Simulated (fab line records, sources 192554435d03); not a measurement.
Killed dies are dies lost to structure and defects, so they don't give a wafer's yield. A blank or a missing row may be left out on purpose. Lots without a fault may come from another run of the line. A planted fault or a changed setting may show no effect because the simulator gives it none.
Which tool did it? | flow n5_finfet | 11 lots, 27 wafers sampled, at 5 steps of a route of 1938

WHAT THE GAUGES READ, wafer by wafer
N5_HKMG_FIN_OVL_MEAS_13. Usual: NWFM_OVL 0.5 nm, standard deviation 0.78.
lot  | measured    | on         | NWFM_OVL (nm)  | flag
L693 | day 4 13:58 | overlay-01 | 1.2 0.8 0.9    |
L694 | day 4 15:05 | overlay-01 | 0.0 0.2        |
L695 | day 5 04:43 | overlay-01 | -0.6 -0.3 -0.4 |
L696 | day 5 07:13 | overlay-01 | -0.4 -0.4      |
L697 | day 5 14:54 | overlay-01 | 1.8 0.6 1.3    |
L698 | day 5 23:32 | overlay-02 | 0.9 0.8        |
L699 | day 6 00:52 | overlay-02 | -0.1 0.1       |
L706 | day 7 16:49 | overlay-01 | 1.2 -0.3       |
L708 | day 8 01:42 | overlay-01 | 0.3 0.4        |
L711 | day 8 21:49 | overlay-02 | -0.9 1.2 -0.8  |
L713 | day 9 10:22 | overlay-02 | 2.0 2.4 1.7    |

N5_BEOL_M4_RC_MEAS_101. Usual: DIBL_N 36.3 mV/V, standard deviation 1.7; DIBL_P 36.0 mV/V, standard deviation 1.9; IOFF_N 0.156 nA/um, standard deviation 0.028; IOFF_P 0.21 nA/um, standard deviation 0.036; ION_N 675 uA/um, standard deviation 11; ION_P 463 uA/um, standard deviation 7.8; SS_N 71.6 mV/dec, standard deviation 0.59; SS_P 73.2 mV/dec, standard deviation 0.63; VT_N 250 mV, standard deviation 3.1; VT_P -251 mV, standard deviation 3.4.
lot  | measured     | on        | DIBL_N (mV/V)  | DIBL_P (mV/V)  | IOFF_N (nA/um)    | IOFF_P (nA/um) | ION_N (uA/um) | ION_P (uA/um) | SS_N (mV/dec)  | SS_P (mV/dec)  | VT_N (mV)   | VT_P (mV)      | flag
L693 | day 8 00:58  | prober-02 | 38.5 36.1 36.6 | 37.8 35.7 36.2 | 0.187 0.158 0.158 | 0.21 0.18 0.18 | 682 674 679   | 458 456 460   | 71.5 71.3 71.3 | 73.8 73.2 73.7 | 246 247 248 | -252 -253 -253 |
L694 | day 8 07:28  | prober-01 | 36.3 35.4      | 36.5 36.5      | 0.166 0.161       | 0.22 0.21      | 681 682       | 471 468       | 72.3 72.3      | 73.6 72.4      | 250 246     | -249 -252      |
L695 | day 8 16:44  | prober-02 | 38.1 34.3 36.9 | 37.9 32.5 36.6 | 0.190 0.127 0.170 | 0.24 0.17 0.22 | 682 680 688   | 470 463 466   | 71.2 70.5 71.9 | 73.5 72.5 73.9 | 248 251 250 | -252 -256 -253 |
L696 | day 9 01:26  | prober-01 | 38.3 36.6      | 36.7 35.7      | 0.177 0.146       | 0.25 0.21      | 682 673       | 462 465       | 72.0 71.5      | 73.4 73.1      | 245 249     | -245 -248      |
L697 | day 9 01:55  | prober-02 | 34.2 35.6 36.1 | 33.5 35.0 34.7 | 0.128 0.146 0.155 | 0.19 0.22 0.21 | 673 661 667   | 464 457 461   | 71.0 71.8 71.4 | 72.3 72.8 72.6 | 250 252 251 | -252 -249 -248 |
L698 | day 9 12:20  | prober-01 | 36.3 37.5      | 37.5 37.5      | 0.164 0.196       | 0.21 0.22      | 691 695       | 468 465       | 72.1 72.2      | 73.4 74.0      | 250 247     | -250 -251      |
L699 | day 9 18:41  | prober-01 | 37.8 36.4      | 38.1 35.9      | 0.195 0.144       | 0.18 0.20      | 691 662       | 460 458       | 71.4 72.1      | 73.9 73.5      | 245 250     | -253 -249      |
L706 | day 11 08:19 | prober-02 | 36.5 38.2      | 37.7 39.8      | 0.165 0.193       | 0.19 0.23      | 676 677       | 454 462       | 72.8 71.7      | 72.5 73.6      | 252 246     | -251 -251      |
L708 | day 11 15:56 | prober-01 | 40.2 36.7      | 41.1 37.4      | 0.209 0.144       | 0.23 0.17      | 693 678       | 466 462       | 72.1 70.8      | 74.6 72.9      | 249 253     | -250 -254      |
L711 | day 12 16:44 | prober-02 | 34.3 35.0 38.6 | 33.0 33.9 39.0 | 0.118 0.126 0.200 | 0.17 0.17 0.26 | 655 660 683   | 451 457 467   | 70.8 71.0 71.6 | 72.6 72.8 74.1 | 254 254 245 | -255 -253 -248 |
L713 | day 13 10:44 | prober-01 | 36.7 34.6 36.0 | 35.2 33.2 34.7 | 0.144 0.118 0.136 | 0.20 0.18 0.20 | 683 669 680   | 471 463 471   | 71.3 70.9 71.5 | 73.2 72.8 72.8 | 250 254 252 | -248 -251 -249 |

WHICH TOOL RAN EACH LOT (tool, then ch and the chambers of the sampled wafers, then the start)
lot  | N5_HKMG_FIN_ETCH_54             | N5_HKMG_FIN_ALD_79                 | N5_HKMG_FIN_PWFM_ALD_03
L693 | rie_diel-05 ch 1,3, day 4 10:31 | ald_metal-02 ch 0,3, day 4 11:51   | ald_metal-03 ch 2,3, day 4 13:14
L694 | rie_diel-01 ch 2,3, day 4 11:26 | ald_metal-03 ch 1, day 4 12:53     | ald_metal-03 ch 2,3, day 4 14:13
L695 | rie_diel-05 ch 2,3, day 5 01:28 | ald_metal-01 ch 0,2, day 5 02:47   | ald_metal-03 ch 0,3, day 5 03:59
L696 | rie_diel-01 ch 0,3, day 5 03:08 | ald_metal-02 ch 1,2, day 5 05:21   | ald_metal-03 ch 1,2, day 5 06:29
L697 | rie_diel-01 ch 0,2, day 5 11:37 | ald_metal-03 ch 0,2,3, day 5 12:57 | ald_metal-02 ch 0,2,3, day 5 14:01
L698 | rie_diel-01 ch 0,1, day 5 19:59 | ald_metal-02 ch 0,1, day 5 21:20   | ald_metal-02 ch 1,2, day 5 22:40
L699 | rie_diel-01 ch 1,2, day 5 21:17 | ald_metal-03 ch 1,2, day 5 22:37   | ald_metal-02 ch 0,1, day 5 23:59
L706 | rie_diel-01 ch 0,2, day 7 13:19 | ald_metal-03 ch 0,1, day 7 14:39   | ald_metal-02 ch 1,3, day 7 15:56
L708 | rie_diel-01 ch 1,2, day 7 22:30 | ald_metal-01 ch 0,3, day 7 23:50   | ald_metal-03 ch 1,2, day 8 00:58
L711 | rie_diel-02 ch 1,2, day 8 18:32 | ald_metal-01 ch 0,1,3, day 8 19:52 | ald_metal-01 ch 1,2,3, day 8 21:04
L713 | rie_diel-02 ch 0,3, day 9 07:03 | ald_metal-02 ch 1,2, day 9 08:25   | ald_metal-01 ch 1,2,3, day 9 09:30
- N5_HKMG_FIN_ETCH_54: etches SiARC in CF4, target depth 45.5 nm, time 75.8 s.
- N5_HKMG_FIN_ALD_79: deposits TiN, target thk 1.5 nm, pulse time 1 s, purge time 3 s.
- N5_HKMG_FIN_PWFM_ALD_03: deposits TiN, target thk 2 nm, pulse time 1 s, purge time 3 s.

WHAT THE TOOLS THEMSELVES READ (means of the sampled wafers that have a number; where no wafer has one, the mark that the record gives instead)
N5_HKMG_FIN_ETCH_54. Usual: drypump_motor_current_A 5.7 A, standard deviation 0.46; etch_rf_on_time_s 75.4 s, standard deviation 1.2; oes_product_au 0.68 a.u., standard deviation 0.06; rf_fwd_power_W 540.1 W, standard deviation 2.1; rf_vpp_V 184.2 V, standard deviation 1; showerhead_plenum_p_Torr 2.16 Torr, standard deviation 0.056; throttle_valve_pct 15.68 %, standard deviation 0.22.
lot  | tool        | drypump_motor_current_A (A) | etch_rf_on_time_s (s) | oes_product_au (a.u.) | rf_fwd_power_W (W) | rf_vpp_V (V) | showerhead_plenum_p_Torr (Torr) | throttle_valve_pct (%) | flag
L693 | rie_diel-05 | 6.1                         | 75.5                  | 0.69                  | 536.0              | 184.3        | 2.17                            | 15.67                  |
L694 | rie_diel-01 | 5.7                         | 76.2                  | 0.74                  | 541.5              | 183.9        | 2.13                            | 15.54                  |
L695 | rie_diel-05 | 6.0                         | 76.1                  | 0.72                  | 537.9              | 183.9        | 2.17                            | 15.60                  |
L696 | rie_diel-01 | 5.6                         | 75.2                  | 0.73                  | 541.2              | 184.7        | 2.17                            | 15.40                  |
L697 | rie_diel-01 | 5.2                         | 75.1                  | 0.68                  | 538.5              | 183.0        | 2.12                            | 15.64                  |
L698 | rie_diel-01 | 5.2                         | 75.2                  | 0.65                  | 541.8              | 184.1        | 2.18                            | 15.75                  |
L699 | rie_diel-01 | 5.3                         | 74.8                  | 0.65                  | 539.2              | 184.7        | 2.13                            | 15.89                  |
L706 | rie_diel-01 | 5.2                         | 75.7                  | 0.66                  | 541.1              | 183.8        | 2.10                            | 15.73                  |
L708 | rie_diel-01 | 5.2                         | 76.8                  | 0.64                  | 539.9              | 184.3        | 2.13                            | 15.94                  |
L711 | rie_diel-02 | 6.3                         | 75.5                  | 0.70                  | 541.0              | 185.4        | 2.22                            | 15.59                  |
L713 | rie_diel-02 | 5.7                         | 74.3                  | 0.70                  | 540.4              | 184.6        | 2.16                            | 15.68                  |

N5_HKMG_FIN_ALD_79. Usual: heater_power_w 838 W, standard deviation 66; precursor_pulse_height_rel 1.001, standard deviation 0.021.
lot  | tool         | heater_power_w (W) | precursor_pulse_height_rel | flag
L693 | ald_metal-02 | 842                | 1.017                      |
L694 | ald_metal-03 | 834                | 1.022                      |
L695 | ald_metal-01 | 808                | 1.006                      |
L696 | ald_metal-02 | 822                | 0.983                      |
L697 | ald_metal-03 | 789                | 0.991                      |
L698 | ald_metal-02 | 819                | 0.996                      |
L699 | ald_metal-03 | 775                | 0.970                      |
L706 | ald_metal-03 | 776                | 0.998                      |
L708 | ald_metal-01 | 925                | 1.001                      |
L711 | ald_metal-01 | 928                | 0.987                      |
L713 | ald_metal-02 | 813                | 1.011                      |

N5_HKMG_FIN_PWFM_ALD_03. Usual: heater_power_w 835 W, standard deviation 72; precursor_pulse_height_rel 1.001, standard deviation 0.02.
lot  | tool         | heater_power_w (W) | precursor_pulse_height_rel | flag
L693 | ald_metal-03 | 780                | 0.999                      |
L694 | ald_metal-03 | 821                | 0.982                      |
L695 | ald_metal-03 | 851                | 0.999                      |
L696 | ald_metal-03 | 778                | 1.025                      |
L697 | ald_metal-02 | 825                | 0.987                      |
L698 | ald_metal-02 | 806                | 1.003                      |
L699 | ald_metal-02 | 820                | 1.016                      |
L706 | ald_metal-02 | 832                | 0.990                      |
L708 | ald_metal-03 | 786                | 1.008                      |
L711 | ald_metal-01 | 897                | 1.012                      |
L713 | ald_metal-01 | 901                | 1.001                      |

THE ANSWER, worked out from the rows above alone
Rule: a lot is off if the mean of its wafers that have a number lies more than 3 standard deviations from the usual mean. A lot without any number at a reading at which 4 lots or more have one is off too. The other lots that the step has rows for count as sound. The gauges are gone through in route order, then the tools' own readings, and for those a lot's mean is taken as printed above. The first step at which some lot is off is used, and at that step the reading that is off furthest; a lot without a number counts as furthest.
No lot is off at any reading shown: from this, nothing can be told.

WHAT THE SIMULATOR HAD PUT IN
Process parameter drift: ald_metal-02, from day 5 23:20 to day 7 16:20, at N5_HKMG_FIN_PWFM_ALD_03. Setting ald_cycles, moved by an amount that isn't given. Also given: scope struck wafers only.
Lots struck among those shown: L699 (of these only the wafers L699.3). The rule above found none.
